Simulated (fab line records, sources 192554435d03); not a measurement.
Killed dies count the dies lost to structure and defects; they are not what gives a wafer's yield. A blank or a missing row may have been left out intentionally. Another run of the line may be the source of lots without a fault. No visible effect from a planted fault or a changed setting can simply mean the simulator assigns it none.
Matching of chambers / flow n5Finfet / N5_SD_EPI_N_LINER_46 on aldSin-03: 4 sister chambers
The step material SiNx, target thk 3 nm. 4 wafers are shown with their chamber, then 12 later ones without.

== WAFERS WITH THEIR CHAMBER ==
wafer=L089.6; chamber=0; heaterPowerW (W)=723
wafer=L091.1; chamber=3; heaterPowerW (W)=823
wafer=L091.2; chamber=1; heaterPowerW (W)=752
wafer=L091.3; chamber=2; heaterPowerW (W)=902

== WAFERS WITHOUT THEIR CHAMBER ==
wafer=L091.4; heaterPowerW (W)=740
wafer=L091.5; heaterPowerW (W)=744
wafer=L091.6; heaterPowerW (W)=752
wafer=L094.4; heaterPowerW (W)=826
wafer=L094.5; heaterPowerW (W)=755
wafer=L094.6; heaterPowerW (W)=884
wafer=L095.1; heaterPowerW (W)=880
wafer=L095.5; heaterPowerW (W)=880
wafer=L095.6; heaterPowerW (W)=748
wafer=L097.1; heaterPowerW (W)=897
wafer=L097.4; heaterPowerW (W)=835
wafer=L097.5; heaterPowerW (W)=841

== CHAMBER TAKEN BY EACH ==
wafer=L091.4; from the rows above=can't be placed: 1 or 0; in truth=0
wafer=L091.5; from the rows above=can't be placed: 1 or 0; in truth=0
wafer=L091.6; from the rows above=1; in truth=1
wafer=L094.4; from the rows above=3; in truth=3
wafer=L094.5; from the rows above=1; in truth=1
wafer=L094.6; from the rows above=2; in truth=2
wafer=L095.1; from the rows above=2; in truth=2
wafer=L095.5; from the rows above=2; in truth=2
wafer=L095.6; from the rows above=can't be placed: 1 or 0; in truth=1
wafer=L097.1; from the rows above=2; in truth=2
wafer=L097.4; from the rows above=3; in truth=3
wafer=L097.5; from the rows above=3; in truth=3
Correctly placed: 9 of 12. Can't be placed from these rows: 3 (the true chamber is among the candidates in 3). Wrongly placed: 0.
How it was worked out, from the rows above alone: a wafer's distance from a chamber is the root of the sum, over the readings, of the square of ((its reading less the chamber's mean) divided by the reading's scatter). The wafer belongs to the nearest chamber; if the next one is less than 2 further off, it can't be placed. For every chamber, the mean is computed from those of its wafers that are shown. The scatter: root of mean squared gap, hidden wafer to nearest shown wafer, with one shown wafer a chamber.
